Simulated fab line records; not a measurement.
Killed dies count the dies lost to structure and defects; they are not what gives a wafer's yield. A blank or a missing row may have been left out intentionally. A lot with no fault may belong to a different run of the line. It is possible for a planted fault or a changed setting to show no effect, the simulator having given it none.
Chamber matching :: flow n5-finfet :: 4 sister chambers for N5_BEOL_M7_STRIP_36 on rie-diel-03
The step strips in N2/H2. 8 wafers are shown with their chamber, then 8 later ones without.

== EACH WAFER AND ITS CHAMBER ==
wafer: L079.2
chamber: 1
throttle-valve-pct (%): 23.54
showerhead-plenum-p-Torr (Torr): 2.59

wafer: L081.3
chamber: 2
throttle-valve-pct (%): 24.15
showerhead-plenum-p-Torr (Torr): 2.50

wafer: L081.5
chamber: 2
throttle-valve-pct (%): 24.15
showerhead-plenum-p-Torr (Torr): 2.50

wafer: L082.5
chamber: 3
throttle-valve-pct (%): 23.34
showerhead-plenum-p-Torr (Torr): 2.60

wafer: L084.2
chamber: 0
throttle-valve-pct (%): 24.07
showerhead-plenum-p-Torr (Torr): 2.42

wafer: L084.5
chamber: 3
throttle-valve-pct (%): 23.34
showerhead-plenum-p-Torr (Torr): 2.60

wafer: L084.6
chamber: 1
throttle-valve-pct (%): 23.55
showerhead-plenum-p-Torr (Torr): 2.59

wafer: L087.1
chamber: 0
throttle-valve-pct (%): 24.09
showerhead-plenum-p-Torr (Torr): 2.41

== WAFERS MISSING THEIR CHAMBER ==
wafer: L087.2
throttle-valve-pct (%): 23.39
showerhead-plenum-p-Torr (Torr): 2.59

wafer: L087.5
throttle-valve-pct (%): 24.10
showerhead-plenum-p-Torr (Torr): 2.41

wafer: L093.3
throttle-valve-pct (%): 23.39
showerhead-plenum-p-Torr (Torr): 2.59

wafer: L093.4
throttle-valve-pct (%): 23.38
showerhead-plenum-p-Torr (Torr): 2.59

wafer: L093.6
throttle-valve-pct (%): 23.74
showerhead-plenum-p-Torr (Torr): 2.49

wafer: L095.3
throttle-valve-pct (%): 23.77
showerhead-plenum-p-Torr (Torr): 2.48

wafer: L095.5
throttle-valve-pct (%): 23.73
showerhead-plenum-p-Torr (Torr): 2.48

wafer: L095.6
throttle-valve-pct (%): 23.40
showerhead-plenum-p-Torr (Torr): 2.59

== THE CHAMBER EACH PASSED THROUGH ==
wafer: L087.2
from the rows above: 3
in truth: 3

wafer: L087.5
from the rows above: 0
in truth: 0

wafer: L093.3
from the rows above: 3
in truth: 3

wafer: L093.4
from the rows above: 3
in truth: 3

wafer: L093.6
from the rows above: 1
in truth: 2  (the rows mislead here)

wafer: L095.3
from the rows above: can't be placed: 1 or 0
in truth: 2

wafer: L095.5
from the rows above: 1
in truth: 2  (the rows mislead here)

wafer: L095.6
from the rows above: 3
in truth: 3
Placed correctly: 5 of 8. Not placeable from these rows: 1 (in 0, the candidates include the true chamber). Wrongly placed: 2.
How it was worked out, from the rows above alone: a wafer's distance from a chamber is the root of the sum, over the readings, of the square of ((its reading less the chamber's mean) divided by the reading's scatter). The wafer belongs to the nearest chamber; if the next one is less than 2 further off, it can't be placed. A chamber's mean is the mean of its shown wafers. How the scatter is found: for the shown wafers, subtract from each reading the mean of its chamber, square and add these, divide the total by (wafers less chambers), then take the root.
